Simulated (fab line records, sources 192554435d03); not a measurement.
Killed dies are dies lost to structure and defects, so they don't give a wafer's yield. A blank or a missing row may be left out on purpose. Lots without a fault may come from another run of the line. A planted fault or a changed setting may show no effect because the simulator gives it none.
Chamber matching | flow n5_finfet | N5_BEOL_M5_ILD_DEP_00 on pecvd-03: 3 sister chambers
The step deposits SiCOH lowk from DEMS/porogen, target thk 140.64 nm, time 25.9 s. 3 wafers are shown with their chamber, then 10 later ones without.

WAFERS WITH THEIR CHAMBER
wafer  | chamber | throttle_valve_pct (%)
L088.2 | 1       | 14.7
L088.6 | 0       | 14.4
L091.4 | 2       | 13.0

WAFERS WITHOUT THEIR CHAMBER
wafer  | throttle_valve_pct (%)
L091.5 | 14.7
L093.1 | 14.2
L093.3 | 14.5
L093.5 | 14.6
L097.1 | 13.3
L097.2 | 14.1
L097.3 | 13.2
L097.4 | 14.3
L097.5 | 14.7
L097.6 | 13.1

WHICH CHAMBER EACH WENT THROUGH
wafer  | from the rows above     | in truth
L091.5 | can't be placed: 1 or 0 | 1
L093.1 | can't be placed: 0 or 1 | 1
L093.3 | can't be placed: 0 or 1 | 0
L093.5 | can't be placed: 1 or 0 | 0
L097.1 | 2                       | 2
L097.2 | can't be placed: 0 or 1 | 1
L097.3 | 2                       | 2
L097.4 | can't be placed: 0 or 1 | 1
L097.5 | can't be placed: 1 or 0 | 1
L097.6 | 2                       | 2
Placed correctly: 3 of 10. Can't be placed from these rows: 7 (the true chamber is among the candidates in 7). Placed wrongly: 0.
How it was worked out, from the rows above alone: a wafer's distance from a chamber is the root of the sum, over the readings, of the square of ((its reading less the chamber's mean) divided by the reading's scatter). The wafer belongs to the nearest chamber; if the next one is less than 2 further off, it can't be placed. A chamber's mean is the mean of its shown wafers. The scatter: with one shown wafer a chamber, the root of the mean of the squares of how far each hidden wafer lies from its nearest shown one.
